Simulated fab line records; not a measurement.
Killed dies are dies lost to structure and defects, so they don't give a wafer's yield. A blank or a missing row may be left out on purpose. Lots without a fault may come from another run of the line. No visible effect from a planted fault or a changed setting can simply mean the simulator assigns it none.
Chamber matching	flow nand_harc	rie_diel-03 running NHARC_P_GATE_DESCUM_31: 4 sister chambers
The step chemistry O2, time 3 s. 8 wafers are shown with their chamber, then 9 later ones without.

## WAFERS, EACH WITH ITS CHAMBER
wafer	chamber	showerhead_plenum_p_Torr (Torr)	drypump_motor_current_A (A)
L078.4	3	1.85	5.7
L084.2	1	1.94	5.6
L084.4	2	2.01	5.9
L086.4	2	2.00	5.9
L086.5	0	1.92	5.8
L087.1	1	1.94	5.7
L087.2	0	1.92	5.9
L087.4	3	1.84	5.7

## WAFERS WITHOUT THEIR CHAMBER
wafer	showerhead_plenum_p_Torr (Torr)	drypump_motor_current_A (A)
L089.1	1.92	5.9
L089.2	1.84	5.7
L089.5	1.84	5.7
L091.2	1.92	5.9
L091.3	2.00	5.9
L091.6	1.92	5.9
L097.1	1.93	5.6
L097.2	2.00	5.9
L097.4	1.92	5.9

## WHICH CHAMBER EACH ONE RAN IN
wafer	from the rows above	in truth
L089.1	0	0
L089.2	3	3
L089.5	3	3
L091.2	0	0
L091.3	2	2
L091.6	0	0
L097.1	1	1
L097.2	2	2
L097.4	0	0
Placed correctly: 9 of 9. Not placeable from these rows: 0. 0 placed wrongly.
How it was worked out, from the rows above alone: a wafer's distance from a chamber is the root of the sum, over the readings, of the square of ((its reading less the chamber's mean) divided by the reading's scatter). If the next closest chamber is less than 2 further off than the closest, the wafer can't be placed; otherwise it belongs to the closest. For every chamber, the mean is computed from those of its wafers that are shown. The scatter is the square root of a quotient: the sum, over the shown wafers, of each reading's squared deviation from its chamber's mean, divided by wafers minus chambers.
